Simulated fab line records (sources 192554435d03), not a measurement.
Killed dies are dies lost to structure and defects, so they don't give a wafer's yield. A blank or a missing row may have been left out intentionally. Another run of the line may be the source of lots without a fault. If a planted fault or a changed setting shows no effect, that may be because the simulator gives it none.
Matching of chambers | flow n5Finfet | 3 sister chambers for N5_BEOL_M3_PECVD_72 on pecvd-02
The step deposits SiO2 from TEOS/O2, target thk 16 nm, time 18 s. 6 wafers are shown with their chamber, then 10 later ones without.

WAFERS WITH THEIR CHAMBER
wafer  | chamber | throttleValvePct (%) | showerheadPlenumPTorr (Torr)
L089.4 | 1       | 22.7                 | 8.81
L090.1 | 0       | 23.6                 | 8.64
L090.2 | 2       | 20.5                 | 8.80
L090.3 | 1       | 22.9                 | 8.83
L091.1 | 2       | 20.5                 | 8.80
L091.2 | 0       | 23.6                 | 8.65

WAFERS MISSING THEIR CHAMBER
wafer  | throttleValvePct (%) | showerheadPlenumPTorr (Torr)
L091.5 | 23.5                 | 8.66
L093.1 | 23.2                 | 8.80
L093.2 | 23.7                 | 8.66
L093.5 | 23.5                 | 8.65
L094.2 | 23.7                 | 8.64
L094.3 | 20.2                 | 8.82
L094.5 | 22.7                 | 8.83
L095.2 | 23.8                 | 8.65
L095.4 | 23.9                 | 8.66
L095.6 | 22.9                 | 8.84

THE CHAMBER EACH PASSED THROUGH
wafer  | from the rows above | in truth
L091.5 | 0                   | 0
L093.1 | 1                   | 1
L093.2 | 0                   | 0
L093.5 | 0                   | 0
L094.2 | 0                   | 0
L094.3 | 2                   | 2
L094.5 | 1                   | 1
L095.2 | 0                   | 0
L095.4 | 0                   | 0
L095.6 | 1                   | 1
Correct placement for 10 of the 10. From these rows, 0 cannot be placed. Placed wrongly: 0.
How it was worked out, from the rows above alone: a wafer's distance from a chamber is the root of the sum, over the readings, of the square of ((its reading less the chamber's mean) divided by the reading's scatter). The wafer belongs to the nearest chamber; if the next one is less than 2 further off, it can't be placed. Each chamber's mean is taken over the wafers shown for it. How the scatter is found: for the shown wafers, subtract from each reading the mean of its chamber, square and add these, divide the total by (wafers less chambers), then take the root.
